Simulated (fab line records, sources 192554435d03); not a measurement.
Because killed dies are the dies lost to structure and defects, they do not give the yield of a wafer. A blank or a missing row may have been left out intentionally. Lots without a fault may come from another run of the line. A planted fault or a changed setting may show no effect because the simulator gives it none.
fab line records	flow n5_finfet
record lots=13	wafers=31	last_day=18
route steps=1938 shown MOL_CONTACT_COAG@528 PASSIVATION@1936
lots that met no fault: from a run of the same line without faults
start_h: hours from the record's first day to the start of the lot's first wafer shown	wait_h: time in hours since the lot's previous step	" unchanged from the row above	L1.1+2: a row that stands for several wafers	- no value present, or no start provided	* or withheld: withheld	< > ~ a bound
route shown NAME@n: a module of which the file shows steps, and the number in the route of the first	usual: mean/standard deviation taken from wafers without a fault	same: alike in all rows	chamber/n: place in a boat	sites: each site's reading	_std_site: the values' standard deviation	_edge_site: mean of outer sites minus mean of inner sites	radius_mm: how far each site lies from the wafer's centre	mask NAME#n: copy n	behind: the most recent tool/chamber to have shaped the wafer	hold: why the lot went on hold/how many hours it stayed there/how the hold came to an end	device: which transistor (n, p or np) failed to switch	end of line: the route-end tests of the same wafers	step lacking rows: just its recipe	killed: at the first sort, the dies lost to defects and structure; wafer yield is something else	map: dies across one wafer; x = killed, . = not, _ = none there
set.NAME: the setting that was run; set.NAME@STEP: the one run at that earlier step	model.NAME: the simulator's own value behind a step, which no gauge read
the route's steps for a sample of lots (tables are steps, rows are wafers)
services: from which hour (start_h, from the record's first day; less than 0 if before it) a tool's chamber was out of use, for how many hours, and why
## steps
# step N5_MOL_CONTACT_COAG_INSPECT_10
# recipe mode=adi	inspect_instrument=brightfield
# usual raw_defect_count=62/21
lot.wafer	tool	chamber	start_h	wait_h	raw_defect_count
L529.2	defect_inspect-01	-	91.11	0.0	53
L529.3	"	-	"	"	60
L529.5	"	-	"	"	57
L533.1	defect_inspect-01	-	111.23	0.1	60
L533.4	"	-	"	"	46
L534.1	defect_inspect-02	-	117.64	0.1	50
L534.6	"	-	"	"	50
L535.1	defect_inspect-02	-	122.94	0.1	33
L535.6	"	-	"	"	43
L536.4	defect_inspect-02	-	132.95	0.0	83
L536.6	"	-	"	"	84
L538.2	defect_inspect-01	-	142.53	0.0	82
L538.3	"	-	"	"	43
L538.4	"	-	"	"	68
L539.4	defect_inspect-01	-	152.12	0.0	51
L539.5	"	-	"	"	56
L539.6	"	-	"	"	49
L541.1	defect_inspect-02	-	158.52	0.1	91
L541.6	"	-	"	"	54
L542.3	defect_inspect-01	-	166.16	0.0	45
L542.6	"	-	"	"	96
L545.1	defect_inspect-01	-	184.19	0.1	42
L545.2	"	-	"	"	31
L545.4	"	-	"	"	33
L546.5	defect_inspect-01	-	189.48	0.0	43
L546.6	"	-	"	"	69
L548.2	defect_inspect-02	-	200.32	0.0	91
L548.5	"	-	"	"	82
L552.2	defect_inspect-02	-	232.90	0.0	80
L552.3	"	-	"	"	48
L552.5	"	-	"	"	58
# step N5_MOL_CONTACT_COAG_DESCUM_13
# recipe chemistry=O2	time_s=7	source_power_w=50	bias_power_w=20	pressure_mtorr=20	rf_frequency_hz=2.712e+07	temp_c=40	resist=CAR-EUV	o2_flow_sccm=225
# usual drypump_motor_current_A=5.6/0.4	oes_product_au=0.79/0.061	rf_vpp_V=243.2/1.3	showerhead_plenum_p_Torr=2.09/0.066	throttle_valve_pct=20.40/0.18
lot.wafer	tool	chamber	start_h	wait_h	drypump_motor_current_A	oes_product_au	rf_hours_counter_h	rf_vpp_V	showerhead_plenum_p_Torr	throttle_valve_pct
L529.2	rie_diel-02	0	91.14	0.0	6.1	0.82	92	241.5	2.00	20.25
L529.3	"	3	"	"	4.9	0.90	18	244.6	2.17	20.62
L529.5	"	0	"	"	6.1	0.81	-	242.3	2.00	20.25
L533.1	rie_diel-04	1	111.27	0.0	5.8	0.80	110	243.9	2.14	20.54
L533.4	"	0	"	"	5.6	0.71	-	242.0	2.00	20.45
L534.1	rie_diel-02	1	117.68	0.0	5.2	0.78	104	243.1	2.10	20.30
L534.6	"	2	"	"	5.8	0.81	-	244.9	2.17	20.11
L535.1	rie_diel-04	1	122.98	0.0	5.8	0.80	115	243.5	2.14	20.53
L535.6	"	3	"	"	5.6	0.72	-	243.1	2.17	20.35
L536.4	rie_diel-01	2	132.98	0.0	5.6	0.82	74	244.1	2.12	20.28
L536.6	"	2	"	"	5.6	0.83	-	243.4	2.12	20.27
L538.2	rie_diel-01	1	142.73	0.2	5.7	0.81	85	241.8	2.03	20.16
L538.3	"	3	"	"	5.4	0.76	119	242.3	2.02	20.64
L538.4	"	2	"	"	5.6	0.81	79	243.8	2.12	20.27
L539.4	rie_diel-01	3	152.16	0.0	5.4	0.76	122	240.8	2.02	20.63
L539.5	"	1	"	"	5.8	0.81	-	243.0	2.03	20.16
L539.6	"	0	"	"	6.2	0.77	-	243.6	2.03	20.64
L541.1	rie_diel-04	1	158.55	0.0	5.8	0.79	126	241.9	2.13	20.56
L541.6	"	2	"	"	4.7	0.92	-	242.8	2.13	20.37
L542.3	rie_diel-04	1	166.20	0.0	5.8	0.79	128	243.0	2.13	20.57
L542.6	"	0	"	"	5.6	0.70	-	242.6	1.99	20.48
L545.1	rie_diel-01	0	184.31	0.1	6.2	0.74	129	242.4	2.03	20.66
L545.2	"	3	"	"	5.4	0.75	132	242.0	2.02	20.65
L545.4	"	1	"	"	5.8	0.78	99	242.4	2.03	20.20
L546.5	rie_diel-04	2	189.53	0.0	4.8	0.90	-	244.7	2.13	20.39
L546.6	"	3	"	"	5.7	0.71	-	245.3	2.17	20.39
L548.2	rie_diel-04	1	200.35	0.0	5.8	0.78	139	242.7	2.13	20.58
L548.5	"	2	"	"	4.7	0.89	-	242.6	2.12	20.40
L552.2	rie_diel-01	1	233.17	0.3	5.7	0.78	115	241.1	2.02	20.20
L552.3	"	2	"	"	5.6	0.78	108	243.1	2.11	20.33
L552.5	"	1	"	"	5.8	0.78	-	244.0	2.02	20.21
# step N5_MOL_CONTACT_COAG_ETCH_15
# recipe chemistry=CH3F/O2	target=SiNx	target_depth_a=70	mask_material=SOC	stop_on=Si:P	over_etch_frac=0.75	ion_energy_ev=120	pressure_mtorr=30	source_w=395	bias_w=73	Ar_flow_sccm=150	CH3F_flow_sccm=30	O2_flow_sccm=20
# usual drypump_motor_current_A=5.6/0.4	mfc_ar_sccm=149.9/0.48	oes_ar_750_au=0.79/0.058	oes_product_au=0.58/0.042	over_etch_frac=0.75/0	rf_vpp_V=297/9.9	showerhead_plenum_p_Torr=1.99/0.071	throttle_valve_pct=16.29/0.13
lot.wafer	tool	chamber	start_h	wait_h	drypump_motor_current_A	mfc_ar_sccm	oes_ar_750_au	oes_product_au	over_etch_frac	rf_hours_counter_h	rf_vpp_V	showerhead_plenum_p_Torr	throttle_valve_pct
L529.2	rie_diel-02	0	91.36	0.0	6.1	148.8	0.80	0.59	0.75	93	311	1.92	16.26
L529.3	"	3	"	"	4.8	149.7	0.90	0.66	0.75	18	301	2.04	16.25
L529.5	"	0	"	"	6.1	149.7	0.80	0.60	0.75	-	313	1.92	16.26
L533.1	rie_diel-04	1	111.49	0.0	5.8	150.6	0.79	0.58	0.75	110	306	2.05	16.39
L533.4	"	0	"	"	5.5	150.2	0.72	0.52	0.75	-	297	1.89	16.29
L534.1	rie_diel-02	1	117.89	0.0	5.2	150.6	0.77	0.56	0.75	105	303	2.03	16.30
L534.6	"	2	"	"	5.8	150.1	0.81	0.59	0.75	-	289	2.13	16.25
L535.1	rie_diel-04	1	123.19	0.0	5.8	150.2	0.78	0.59	0.75	115	306	2.05	16.42
L535.6	"	3	"	"	5.7	149.9	0.74	0.54	0.75	-	298	2.07	16.30
L536.4	rie_diel-01	2	133.20	0.0	5.6	149.6	0.82	0.59	0.75	74	290	2.00	16.04
L536.6	"	2	"	"	5.6	150.1	0.82	0.60	0.75	-	291	2.00	16.04
L538.2	rie_diel-01	1	142.95	0.0	5.8	149.7	0.79	0.59	0.75	86	304	1.95	16.16
L538.3	"	3	"	"	5.4	151.0	0.76	0.57	0.75	119	311	1.94	16.50
L538.4	"	2	"	"	5.6	151.0	0.81	0.59	0.75	79	289	2.00	16.03
L539.4	rie_diel-01	3	152.37	0.0	5.4	150.9	0.76	0.57	0.75	122	310	1.94	16.51
L539.5	"	1	"	"	5.8	150.1	0.80	0.59	0.75	-	304	1.95	16.17
L539.6	"	0	"	"	6.3	150.4	0.77	0.56	0.75	-	281	1.91	16.34
L541.1	rie_diel-04	1	158.77	0.0	5.8	150.1	0.77	0.58	0.75	126	307	2.04	16.42
L541.6	"	2	"	"	4.7	149.1	0.94	0.68	0.75	-	280	2.06	16.36
L542.3	rie_diel-04	1	166.41	0.0	5.8	150.2	0.77	0.50	1.4329	128	307	2.04	16.41
L542.6	"	0	"	"	5.6	149.6	0.71	0.52	0.75	-	297	1.88	16.35
L545.1	rie_diel-01	0	184.53	0.0	6.2	150.7	0.76	0.55	0.75	129	280	1.91	16.37
L545.2	"	3	"	"	5.4	150.0	0.76	0.55	0.75	132	311	1.93	16.55
L545.4	"	1	"	"	5.8	150.2	0.79	0.59	0.75	99	305	1.95	16.17
L546.5	rie_diel-04	2	189.76	0.0	4.7	149.6	0.93	0.57	1.4329	-	279	2.05	16.38
L546.6	"	3	"	"	5.6	150.1	0.72	0.53	0.75	-	297	2.06	16.34
L548.2	rie_diel-04	1	200.57	0.0	5.8	150.3	0.76	0.57	0.75	139	308	2.04	16.44
L548.5	"	2	"	"	4.7	149.8	0.92	0.57	1.4329	-	282	2.05	16.38
L552.2	rie_diel-01	1	233.39	0.0	5.8	150.3	0.77	0.58	0.75	115	304	1.94	16.22
L552.3	"	2	"	"	5.6	150.3	0.79	0.57	0.75	108	290	1.99	16.10
L552.5	"	1	"	"	5.8	150.0	0.77	0.59	0.75	-	305	1.94	16.19
# step N5_MOL_CONTACT_COAG_SIL_ANNEAL_21
# recipe temp_c=550	time_s=60	ambient=N2
# usual lamp_power_pct=6.07/0.22	lamp_zone_7_pct=6.38/0.23	wafer_temp_C_max=551.9/0.47
lot.wafer	tool	chamber	start_h	wait_h	lamp_power_pct	lamp_zone_7_pct	wafer_temp_C_max
L529.2	rtp_anneal-01	0	92.53	0.2	6.26	6.58	552.5
L529.3	"	0	"	"	6.25	6.58	551.8
L529.5	"	0	"	"	6.27	6.58	551.8
L533.1	rtp_anneal-02	0	112.65	0.2	5.83	6.11	552.2
L533.4	"	0	"	"	5.80	6.11	552.2
L534.1	rtp_anneal-01	0	120.77	0.2	6.26	6.58	552.0
L534.6	"	0	"	"	6.27	6.58	551.6
L535.1	rtp_anneal-01	0	127.02	0.2	6.26	6.58	552.3
L535.6	"	0	"	"	6.25	6.59	551.9
L536.4	rtp_anneal-01	0	134.73	0.4	6.26	6.58	551.9
L536.6	"	0	"	"	6.26	6.58	551.9
L538.2	rtp_anneal-02	0	145.59	0.2	5.81	6.11	552.3
L538.3	"	0	"	"	5.81	6.11	552.3
L538.4	"	0	"	"	5.82	6.12	551.8
L539.4	rtp_anneal-02	0	153.70	0.4	5.82	6.11	552.7
L539.5	"	0	"	"	5.82	6.10	551.7
L539.6	"	0	"	"	5.81	6.11	551.8
L541.1	rtp_anneal-02	0	160.05	0.2	5.82	6.10	551.7
L541.6	"	0	"	"	5.82	6.11	551.4
L542.3	rtp_anneal-01	0	169.13	0.3	6.26	6.57	551.3
L542.6	"	0	"	"	6.26	6.57	551.5
L545.1	rtp_anneal-02	0	186.04	0.2	5.81	6.10	551.7
L545.2	"	0	"	"	5.83	6.12	552.2
L545.4	"	0	"	"	5.82	6.11	552.2
L546.5	rtp_anneal-02	0	191.26	0.3	5.81	6.11	552.4
L546.6	"	0	"	"	5.82	6.12	553.1
L548.2	rtp_anneal-02	0	202.45	0.2	5.81	6.11	551.8
L548.5	"	0	"	"	5.81	6.11	552.1
L552.2	rtp_anneal-01	0	234.64	0.2	6.26	6.58	551.4
L552.3	"	0	"	"	6.26	6.57	551.6
L552.5	"	0	"	"	6.25	6.58	551.4
# step N5_PASSIVATION_PROBE_49
# usual killed_at_M0_to_M3=34/11	killed_at_M4_up=14/5.6	killed_at_contacts=13/5.9	killed_at_front_end=40/11	killed_at_other=4/3.1	killed_dies=105/16	killed_open=68/11	killed_short=34/8.4
# same gross_dies=1180	killed_at_back_side=0
lot.wafer	tool	chamber	start_h	wait_h	killed_at_M0_to_M3	killed_at_M4_up	killed_at_contacts	killed_at_front_end	killed_at_other	killed_dies	killed_open	killed_short
L542.3	prober-01	-	389.35	0.1	33	18	18	53	1	123	81	38
L542.6	prober-01	-	389.50	0.3	34	14	6	40	1	95	57	37
L545.1	prober-02	-	394.15	0.0	18	9	20	60	2	109	58	46
L545.2	prober-02	-	394.20	0.1	34	11	20	38	4	107	77	30
L545.4	prober-02	-	394.30	0.2	24	12	6	51	10	103	68	25
L546.5	prober-01	-	402.93	0.2	37	17	11	47	4	116	77	39
L546.6	prober-01	-	402.98	0.3	21	28	15	55	5	124	79	39
# killed by level:class
L542.3 MOL_CONTACT_COAG:geometric_particle:open=15 BEOL_M1:geometric_particle:open=12 STI_FIN_REVEAL:geometric_particle:open=11 FIN_SAQP:geometric_particle:short=8 DUMMY_GATE:geometric_particle:open=8 BEOL_M0_SAQP:geometric_particle:open=5 BEOL_M4:geometric_particle:open=5 BEOL_M2:geometric_particle:open=5
L542.6 FIN_SAQP:geometric_particle:short=20 FIN_SAQP:geometric_particle:open=7 BEOL_M0_SAQP:geometric_particle:short=7 BEOL_M1:geometric_particle:open=7 BEOL_M4:geometric_particle:open=7 STI_FIN_REVEAL:geometric_particle:open=6 MOL_CONTACT_COAG:geometric_particle:open=6 BEOL_M0_SAQP:geometric_particle:open=6
L545.1 MOL_CONTACT_COAG:geometric_particle:open=15 GATE_CUT:geometric_particle:short=14 FIN_SAQP:geometric_particle:short=11 FIN_SAQP:geometric_particle:open=9 STI_FIN_REVEAL:geometric_particle:open=9 BEOL_M0_SAQP:geometric_particle:open=6 DUMMY_GATE:geometric_particle:open=5 MOL_CONTACT_COAG:geometric_particle:short=5
L545.2 MOL_CONTACT_COAG:geometric_particle:open=18 STI_FIN_REVEAL:geometric_particle:open=11 BEOL_M3:geometric_particle:open=9 FIN_SAQP:geometric_particle:open=7 BEOL_M1:geometric_particle:open=7 FIN_SAQP:geometric_particle:short=6 BEOL_M0_SAQP:geometric_particle:short=5 BEOL_M0_SAQP:geometric_particle:open=5
L545.4 STI_FIN_REVEAL:geometric_particle:open=12 FIN_SAQP:geometric_particle:open=11 PASSIVATION:area_etch=9 FIN_SAQP:geometric_particle:short=6 MOL_CONTACT_COAG:geometric_particle:open=6 BEOL_M1:geometric_particle:open=6 ILD0:geometric_particle:open=5 BEOL_M3:geometric_particle:open=4
L546.5 FIN_SAQP:geometric_particle:open=16 BEOL_M1:geometric_particle:open=15 MOL_CONTACT_COAG:geometric_particle:open=9 BEOL_M0_SAQP:geometric_particle:open=8 FIN_SAQP:geometric_particle:short=7 STI_FIN_REVEAL:geometric_particle:open=6 BEOL_M1:geometric_particle:short=6 BEOL_M4:geometric_particle:open=6
L546.6 BEOL_M4:geometric_particle:open=12 STI_FIN_REVEAL:geometric_particle:open=12 MOL_CONTACT_COAG:geometric_particle:open=11 FIN_SAQP:geometric_particle:open=9 FIN_SAQP:geometric_particle:short=9 BEOL_M5:geometric_particle:open=9 GATE_CUT:geometric_particle:short=6 HKMG_FIN:area_etch=6
## services
tool	chamber	start_h	hours	kind
rie_diel-01	1	71.65	13.0	repair
rie_diel-04	3	85.35	15.4	repair
rie_diel-01	3	89.17	31.4	repair
rie_diel-04	2	100.77	-	clean
rie_diel-04	2	100.77	-	consumable_replace:focus_ring
rie_diel-04	2	100.77	24.5	scheduled_down
rie_diel-04	2	100.77	24.5	vent_cycle
rie_diel-01	-	116.22	0.3	repair
rie_diel-04	-	134.04	2.8	pm
rie_diel-02	2	180.71	1.5	repair
rie_diel-02	3	182.82	5.4	repair
rie_diel-04	0	204.10	-	clean
rie_diel-04	0	204.10	-	consumable_replace:focus_ring
rie_diel-04	0	204.10	-	consumable_replace:showerhead
rie_diel-04	0	204.10	12.5	scheduled_down
rie_diel-04	0	204.10	12.5	vent_cycle
rie_diel-01	-	205.96	2.7	repair
rie_diel-04	1	218.53	47.5	repair
## key
first_sign step=N5_MOL_CONTACT_COAG_ETCH_15	reading=over_etch_frac	direction=up	sigmas=99+	usual=0.75	struck=1.4329
effect none on later readings
met_at N5_MOL_CONTACT_COAG_ETCH_15
struck_lots L542,L546,L548
struck_wafers L542.3,L546.5,L548.5
tester_left_out L542,L546,L548
not_acting_at N5_MOL_CONTACT_COAG_INSPECT_10,N5_MOL_CONTACT_COAG_DESCUM_13,N5_MOL_CONTACT_COAG_SIL_ANNEAL_21
onset_between 158.77 166.41
fault kind=process_parameter_drift	tool=rie_diel-04	chamber=-	onset_h=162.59	steps=N5_MOL_CONTACT_COAG_ETCH_15	channel=over_etch_frac	offset=0.68287	shape=step	end_h=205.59	scope=struck_wafers_only	acts_in=these_recipes_only	stated=0.75
# tester_left_out: of these lots the tester's yield and bins aren't shown, on N5 and GAA mostly nor the transistor test; their killed dies are dies lost to structure and defects alone, not to doping, threshold or leakage, so they don't give the yield
